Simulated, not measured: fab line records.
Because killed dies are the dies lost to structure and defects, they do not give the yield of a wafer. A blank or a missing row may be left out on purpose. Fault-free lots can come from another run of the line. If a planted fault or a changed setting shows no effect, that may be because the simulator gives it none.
Which tool is to blame? || flow nand-harc || 13 lots, 39 wafers sampled, at 5 steps of a route of 1159

== WHAT EACH GAUGE READ, for each wafer ==
NHARC_A_ONON_D1_THK_MEAS_34: measures by ellipsometry. Usual: thk-nm 200.0 nm, standard deviation 2.6.
{"lot": "L597", "measured": "day 8 14:31", "on": "film-metro-01", "thk-nm (nm)": "199.6 203.7 203.0", "flag": ""}
{"lot": "L595", "measured": "day 8 14:39", "on": "film-metro-02", "thk-nm (nm)": "199.3 196.0 201.1", "flag": ""}
{"lot": "L600", "measured": "day 9 00:52", "on": "film-metro-02", "thk-nm (nm)": "200.8 205.6 199.4", "flag": ""}
{"lot": "L603", "measured": "day 9 16:57", "on": "film-metro-01", "thk-nm (nm)": "198.4 195.6 197.3", "flag": ""}
{"lot": "L604", "measured": "day 10 07:58", "on": "film-metro-01", "thk-nm (nm)": "198.7 198.6 199.1", "flag": ""}
{"lot": "L606", "measured": "day 11 12:03", "on": "film-metro-01", "thk-nm (nm)": "200.8 198.5 203.6", "flag": ""}
{"lot": "L609", "measured": "day 11 12:17", "on": "film-metro-02", "thk-nm (nm)": "199.4 204.5 201.1", "flag": ""}
{"lot": "L614", "measured": "day 12 10:35", "on": "film-metro-01", "thk-nm (nm)": "200.7 200.1 202.0", "flag": ""}
{"lot": "L613", "measured": "day 12 10:35", "on": "film-metro-01", "thk-nm (nm)": "195.3 199.9 199.4", "flag": ""}
{"lot": "L611", "measured": "day 12 10:47", "on": "film-metro-01", "thk-nm (nm)": "193.7 196.9 201.0", "flag": ""}
{"lot": "L612", "measured": "day 12 10:57", "on": "film-metro-01", "thk-nm (nm)": "200.6 197.1 200.2", "flag": ""}
{"lot": "L616", "measured": "day 13 08:35", "on": "film-metro-02", "thk-nm (nm)": "198.8 200.2 201.0", "flag": ""}
{"lot": "L615", "measured": "day 13 08:38", "on": "film-metro-01", "thk-nm (nm)": "197.7 199.5 200.8", "flag": ""}

NHARC_A_ONON_D1_INSPECT_32. Usual: raw-defect-count 76, standard deviation 26.
{"lot": "L597", "measured": "day 8 14:35", "on": "defect-inspect-02", "raw-defect-count": "145 107 79", "flag": ""}
{"lot": "L595", "measured": "day 8 14:43", "on": "defect-inspect-02", "raw-defect-count": "64 67 69", "flag": ""}
{"lot": "L600", "measured": "day 9 00:57", "on": "defect-inspect-01", "raw-defect-count": "78 77 57", "flag": ""}
{"lot": "L603", "measured": "day 9 17:01", "on": "defect-inspect-01", "raw-defect-count": "98 76 94", "flag": ""}
{"lot": "L604", "measured": "day 10 08:03", "on": "defect-inspect-01", "raw-defect-count": "57 76 49", "flag": ""}
{"lot": "L606", "measured": "day 11 12:08", "on": "defect-inspect-01", "raw-defect-count": "75 67 56", "flag": ""}
{"lot": "L609", "measured": "day 11 12:23", "on": "defect-inspect-02", "raw-defect-count": "39 49 60", "flag": ""}
{"lot": "L614", "measured": "day 12 10:40", "on": "defect-inspect-01", "raw-defect-count": "91 67 58", "flag": ""}
{"lot": "L613", "measured": "day 12 10:39", "on": "defect-inspect-02", "raw-defect-count": "79 85 85", "flag": ""}
{"lot": "L611", "measured": "day 12 10:53", "on": "defect-inspect-02", "raw-defect-count": "44 62 47", "flag": ""}
{"lot": "L612", "measured": "day 12 11:01", "on": "defect-inspect-02", "raw-defect-count": "73 49 98", "flag": ""}
{"lot": "L616", "measured": "day 13 08:40", "on": "defect-inspect-01", "raw-defect-count": "47 44 48", "flag": ""}
{"lot": "L615", "measured": "day 13 08:44", "on": "defect-inspect-02", "raw-defect-count": "47 66 62", "flag": ""}

NHARC_A_CHANNEL_HOLE_D1_OVL_MEAS_11. Usual: overlay-x-nm 0.2 nm, standard deviation 0.86; overlay-y-nm 0.5 nm, standard deviation 0.99.
{"lot": "L597", "measured": "day 8 17:22", "on": "overlay-01", "overlay-x-nm (nm)": "-1.3 -1.3 -1.1", "overlay-y-nm (nm)": "0.5 0.6 0.4", "flag": ""}
{"lot": "L595", "measured": "day 8 17:31", "on": "overlay-02", "overlay-x-nm (nm)": "0.1 0.1 -0.1", "overlay-y-nm (nm)": "-0.3 -0.3 0.1", "flag": ""}
{"lot": "L600", "measured": "day 9 04:59", "on": "overlay-01", "overlay-x-nm (nm)": "0.4 0.2 0.2", "overlay-y-nm (nm)": "-2.0 -1.1 -1.1", "flag": ""}
{"lot": "L603", "measured": "day 9 20:43", "on": "overlay-01", "overlay-x-nm (nm)": "-0.7 -0.5 -0.6", "overlay-y-nm (nm)": "0.3 -0.1 0.2", "flag": ""}
{"lot": "L604", "measured": "day 10 12:04", "on": "overlay-01", "overlay-x-nm (nm)": "1.2 1.6 1.6", "overlay-y-nm (nm)": "0.1 0.0 0.6", "flag": ""}
{"lot": "L606", "measured": "day 11 17:08", "on": "overlay-01", "overlay-x-nm (nm)": "-0.6 0.1 -0.3", "overlay-y-nm (nm)": "1.0 0.3 2.0", "flag": ""}
{"lot": "L609", "measured": "day 11 17:41", "on": "overlay-02", "overlay-x-nm (nm)": "0.2 0.0 -0.5", "overlay-y-nm (nm)": "1.5 1.2 1.5", "flag": ""}
{"lot": "L614", "measured": "day 12 13:20", "on": "overlay-01", "overlay-x-nm (nm)": "1.6 1.1 1.4", "overlay-y-nm (nm)": "0.1 0.3 0.2", "flag": ""}
{"lot": "L613", "measured": "day 12 13:29", "on": "overlay-02", "overlay-x-nm (nm)": "0.1 0.0 0.1", "overlay-y-nm (nm)": "1.8 1.5 1.6", "flag": ""}
{"lot": "L611", "measured": "day 12 14:02", "on": "overlay-02", "overlay-x-nm (nm)": "0.2 0.8 0.3", "overlay-y-nm (nm)": "0.0 0.6 0.3", "flag": ""}
{"lot": "L612", "measured": "day 12 15:21", "on": "overlay-02", "overlay-x-nm (nm)": "0.0 0.7 0.7", "overlay-y-nm (nm)": "1.7 1.9 1.3", "flag": ""}
{"lot": "L616", "measured": "day 13 12:32", "on": "overlay-02", "overlay-x-nm (nm)": "-0.4 -0.6 -0.5", "overlay-y-nm (nm)": "-0.6 -0.5 -0.8", "flag": ""}
{"lot": "L615", "measured": "day 13 14:08", "on": "overlay-02", "overlay-x-nm (nm)": "-0.3 0.6 -0.1", "overlay-y-nm (nm)": "0.6 0.6 0.6", "flag": ""}

NHARC_END_SORT_01. Usual: killed-at-array 28, standard deviation 8.6; killed-at-other 0.7, standard deviation 1.2; killed-at-periphery 3.1, standard deviation 2.3; killed-dies 32, standard deviation 8.7; killed-open 3.2, standard deviation 1.7; killed-short 2.0, standard deviation 1.5.
{"lot": "L597", "measured": "day 19 12:20", "on": "prober-01", "killed-at-array": "27 26 16", "killed-at-other": "5 1 6", "killed-at-periphery": "2 3 4", "killed-dies": "34 30 26", "killed-open": "4 4 3", "killed-short": "3 1 0", "flag": ""}
{"lot": "L595", "measured": "day 19 12:20", "on": "prober-02", "killed-at-array": "38 32 23", "killed-at-other": "0 1 0", "killed-at-periphery": "0 6 2", "killed-dies": "38 39 25", "killed-open": "4 5 3", "killed-short": "4 2 2", "flag": ""}
{"lot": "L600", "measured": "day 20 03:54", "on": "prober-01", "killed-at-array": "27 16 21", "killed-at-other": "0 1 2", "killed-at-periphery": "4 6 4", "killed-dies": "31 23 27", "killed-open": "6 6 3", "killed-short": "1 0 2", "flag": ""}
{"lot": "L603", "measured": "day 21 05:56", "on": "prober-01", "killed-at-array": "22 26 25", "killed-at-other": "0 0 1", "killed-at-periphery": "12 11 3", "killed-dies": "34 37 29", "killed-open": "2 2 9", "killed-short": "3 1 0", "flag": ""}
{"lot": "L604", "measured": "day 21 13:43", "on": "prober-01", "killed-at-array": "677 674 675", "killed-at-other": "0 0 0", "killed-at-periphery": "0 3 2", "killed-dies": "677 677 677", "killed-open": "2 4 7", "killed-short": "0 2 2", "flag": "OFF"}
{"lot": "L606", "measured": "day 22 05:23", "on": "prober-01", "killed-at-array": "676 677 674", "killed-at-other": "0 0 0", "killed-at-periphery": "1 0 3", "killed-dies": "677 677 677", "killed-open": "3 1 2", "killed-short": "1 0 3", "flag": "OFF"}
{"lot": "L609", "measured": "day 22 04:52", "on": "prober-02", "killed-at-array": "21 28 25", "killed-at-other": "1 1 1", "killed-at-periphery": "2 2 2", "killed-dies": "24 31 28", "killed-open": "5 1 5", "killed-short": "2 3 3", "flag": ""}
{"lot": "L614", "measured": "day 23 20:45", "on": "prober-02", "killed-at-array": "23 16 21", "killed-at-other": "0 0 0", "killed-at-periphery": "4 4 6", "killed-dies": "27 20 27", "killed-open": "3 2 2", "killed-short": "4 2 2", "flag": ""}
{"lot": "L613", "measured": "day 24 02:55", "on": "prober-02", "killed-at-array": "31 28 34", "killed-at-other": "0 0 0", "killed-at-periphery": "3 4 3", "killed-dies": "34 32 37", "killed-open": "1 3 4", "killed-short": "0 1 2", "flag": ""}
{"lot": "L611", "measured": "day 23 21:09", "on": "prober-01", "killed-at-array": "46 44 41", "killed-at-other": "0 0 0", "killed-at-periphery": "3 6 7", "killed-dies": "49 50 48", "killed-open": "2 2 4", "killed-short": "1 0 0", "flag": ""}
{"lot": "L612", "measured": "day 23 13:19", "on": "prober-01", "killed-at-array": "32 21 33", "killed-at-other": "1 1 0", "killed-at-periphery": "4 4 2", "killed-dies": "37 26 35", "killed-open": "3 3 3", "killed-short": "7 3 1", "flag": ""}
{"lot": "L616", "measured": "day 25 06:25", "on": "prober-01", "killed-at-array": "20 25 18", "killed-at-other": "1 1 1", "killed-at-periphery": "0 1 1", "killed-dies": "21 27 20", "killed-open": "2 4 0", "killed-short": "2 3 2", "flag": ""}
{"lot": "L615", "measured": "day 24 20:11", "on": "prober-01", "killed-at-array": "27 28 31", "killed-at-other": "0 0 0", "killed-at-periphery": "2 4 2", "killed-dies": "29 32 33", "killed-open": "3 2 3", "killed-short": "1 2 1", "flag": ""}

== WHAT TOOL EACH LOT RAN ON (gives the tool, then ch and the chambers of the sampled wafers, and finally the start) ==
{"lot": "L597", "NHARC_A_CHANNEL_HOLE_D1_ETCH_38": "rie-diel-05 ch 0,2,3, day 8 17:34"}
{"lot": "L595", "NHARC_A_CHANNEL_HOLE_D1_ETCH_38": "rie-diel-10 ch 0,3, day 8 17:42"}
{"lot": "L600", "NHARC_A_CHANNEL_HOLE_D1_ETCH_38": "rie-diel-10 ch 0,1, day 9 05:10"}
{"lot": "L603", "NHARC_A_CHANNEL_HOLE_D1_ETCH_38": "rie-diel-10 ch 1,2,3, day 9 20:54"}
{"lot": "L604", "NHARC_A_CHANNEL_HOLE_D1_ETCH_38": "rie-diel-10 ch 1,2, day 10 12:16"}
{"lot": "L606", "NHARC_A_CHANNEL_HOLE_D1_ETCH_38": "rie-diel-10 ch 0,1, day 11 17:19"}
{"lot": "L609", "NHARC_A_CHANNEL_HOLE_D1_ETCH_38": "rie-diel-05 ch 0,2,3, day 11 17:53"}
{"lot": "L614", "NHARC_A_CHANNEL_HOLE_D1_ETCH_38": "rie-diel-10 ch 1,2,3, day 12 13:34"}
{"lot": "L613", "NHARC_A_CHANNEL_HOLE_D1_ETCH_38": "rie-diel-05 ch 1,2,3, day 12 13:41"}
{"lot": "L611", "NHARC_A_CHANNEL_HOLE_D1_ETCH_38": "rie-diel-07 ch 0,1, day 12 14:13"}
{"lot": "L612", "NHARC_A_CHANNEL_HOLE_D1_ETCH_38": "rie-diel-10 ch 1,2,3, day 12 15:34"}
{"lot": "L616", "NHARC_A_CHANNEL_HOLE_D1_ETCH_38": "rie-diel-07 ch 0,1,2, day 13 12:43"}
{"lot": "L615", "NHARC_A_CHANNEL_HOLE_D1_ETCH_38": "rie-diel-05 ch 0,1, day 13 14:19"}
- NHARC_A_CHANNEL_HOLE_D1_ETCH_38: etches the open film in CF4, target depth 39 nm, time 65 s.

== AS READ BY THE TOOLS THEMSELVES (means over the sampled wafers that have a number; for cases with no such wafer, the mark the record gives instead) ==
NHARC_A_CHANNEL_HOLE_D1_ETCH_38. Usual: value, then standard deviation, for each; bias-w 100.00 W / 0.3; cf4-flow-sccm 150.0 sccm / 0.51; drypump-motor-current-A 5.5 A / 0.42; oes-product-au 0.997 a.u. / 0.01; rf-vpp-V 151.2 V / 1.3; showerhead-plenum-p-Torr 1.77 Torr / 0.071; throttle-valve-pct 13.283 % / 0.0094.
{"lot": "L597", "tool": "rie-diel-05", "bias-w (W)": 100.15, "cf4-flow-sccm (sccm)": 150.0, "drypump-motor-current-A (A)": 5.2, "oes-product-au (a.u.)": 1.007, "rf-vpp-V (V)": 152.0, "showerhead-plenum-p-Torr (Torr)": 1.85, "throttle-valve-pct (%)": 13.284, "flag": ""}
{"lot": "L595", "tool": "rie-diel-10", "bias-w (W)": 100.13, "cf4-flow-sccm (sccm)": 150.1, "drypump-motor-current-A (A)": 6.3, "oes-product-au (a.u.)": 1.000, "rf-vpp-V (V)": 152.9, "showerhead-plenum-p-Torr (Torr)": 1.83, "throttle-valve-pct (%)": 13.287, "flag": ""}
{"lot": "L600", "tool": "rie-diel-10", "bias-w (W)": 99.79, "cf4-flow-sccm (sccm)": 150.0, "drypump-motor-current-A (A)": 6.0, "oes-product-au (a.u.)": 0.986, "rf-vpp-V (V)": 151.0, "showerhead-plenum-p-Torr (Torr)": 1.73, "throttle-valve-pct (%)": 13.290, "flag": ""}
{"lot": "L603", "tool": "rie-diel-10", "bias-w (W)": 99.85, "cf4-flow-sccm (sccm)": 150.1, "drypump-motor-current-A (A)": 5.8, "oes-product-au (a.u.)": 0.985, "rf-vpp-V (V)": 150.6, "showerhead-plenum-p-Torr (Torr)": 1.75, "throttle-valve-pct (%)": 13.282, "flag": ""}
{"lot": "L604", "tool": "rie-diel-10", "bias-w (W)": "-", "cf4-flow-sccm (sccm)": "-", "drypump-motor-current-A (A)": "-", "oes-product-au (a.u.)": "-", "rf-vpp-V (V)": "-", "showerhead-plenum-p-Torr (Torr)": "-", "throttle-valve-pct (%)": "-", "flag": "OFF"}
{"lot": "L606", "tool": "rie-diel-10", "bias-w (W)": "-", "cf4-flow-sccm (sccm)": "-", "drypump-motor-current-A (A)": "-", "oes-product-au (a.u.)": "-", "rf-vpp-V (V)": "-", "showerhead-plenum-p-Torr (Torr)": "-", "throttle-valve-pct (%)": "-", "flag": "OFF"}
{"lot": "L609", "tool": "rie-diel-05", "bias-w (W)": 99.93, "cf4-flow-sccm (sccm)": 149.9, "drypump-motor-current-A (A)": 5.3, "oes-product-au (a.u.)": 0.990, "rf-vpp-V (V)": 152.9, "showerhead-plenum-p-Torr (Torr)": 1.85, "throttle-valve-pct (%)": 13.288, "flag": ""}
{"lot": "L614", "tool": "rie-diel-10", "bias-w (W)": 99.90, "cf4-flow-sccm (sccm)": 149.8, "drypump-motor-current-A (A)": 5.7, "oes-product-au (a.u.)": 0.990, "rf-vpp-V (V)": 151.6, "showerhead-plenum-p-Torr (Torr)": 1.75, "throttle-valve-pct (%)": 13.288, "flag": ""}
{"lot": "L613", "tool": "rie-diel-05", "bias-w (W)": 99.90, "cf4-flow-sccm (sccm)": 150.2, "drypump-motor-current-A (A)": 5.2, "oes-product-au (a.u.)": 0.993, "rf-vpp-V (V)": 152.0, "showerhead-plenum-p-Torr (Torr)": 1.81, "throttle-valve-pct (%)": 13.283, "flag": ""}
{"lot": "L611", "tool": "rie-diel-07", "bias-w (W)": 99.85, "cf4-flow-sccm (sccm)": 150.0, "drypump-motor-current-A (A)": 5.3, "oes-product-au (a.u.)": 0.993, "rf-vpp-V (V)": 150.6, "showerhead-plenum-p-Torr (Torr)": 1.70, "throttle-valve-pct (%)": 13.286, "flag": ""}
{"lot": "L612", "tool": "rie-diel-10", "bias-w (W)": 100.11, "cf4-flow-sccm (sccm)": 149.7, "drypump-motor-current-A (A)": 5.8, "oes-product-au (a.u.)": 0.973, "rf-vpp-V (V)": 150.3, "showerhead-plenum-p-Torr (Torr)": 1.75, "throttle-valve-pct (%)": 13.288, "flag": ""}
{"lot": "L616", "tool": "rie-diel-07", "bias-w (W)": 99.91, "cf4-flow-sccm (sccm)": 150.3, "drypump-motor-current-A (A)": 5.3, "oes-product-au (a.u.)": 0.996, "rf-vpp-V (V)": 151.1, "showerhead-plenum-p-Torr (Torr)": 1.74, "throttle-valve-pct (%)": 13.279, "flag": ""}
{"lot": "L615", "tool": "rie-diel-05", "bias-w (W)": 99.82, "cf4-flow-sccm (sccm)": 150.0, "drypump-motor-current-A (A)": 5.4, "oes-product-au (a.u.)": 0.999, "rf-vpp-V (V)": 150.7, "showerhead-plenum-p-Torr (Torr)": 1.74, "throttle-valve-pct (%)": 13.299, "flag": ""}

== THE ANSWER, worked out from the rows above alone ==
Rule: lot off if the mean of its wafers having a number is beyond 3 standard deviations from the usual mean. A lot without any number at a reading at which 4 lots or more have one is off too. Any other lot the step has rows for is counted as sound. Order of review: gauges by route order, followed by the tools' own readings, for which a lot's mean as printed above is used. The first step at which some lot is off is used, and at that step the reading that is off furthest; a lot without a number counts as furthest.
Off: L604, L606 (NHARC_END_SORT_01, killed-at-array).
If a tool, at a process step before that reading, ran all the lots that are off and no sound lot after the first of them, it fits. Not tried: the gauges at NHARC_END_SORT_01; whatever is off there is also off at NHARC_A_CHANNEL_HOLE_D1_ETCH_38, on other tools, and gauge error can't account for it. No candidate that was tried fits.

== WHAT THE SIMULATOR HAD INSERTED ==
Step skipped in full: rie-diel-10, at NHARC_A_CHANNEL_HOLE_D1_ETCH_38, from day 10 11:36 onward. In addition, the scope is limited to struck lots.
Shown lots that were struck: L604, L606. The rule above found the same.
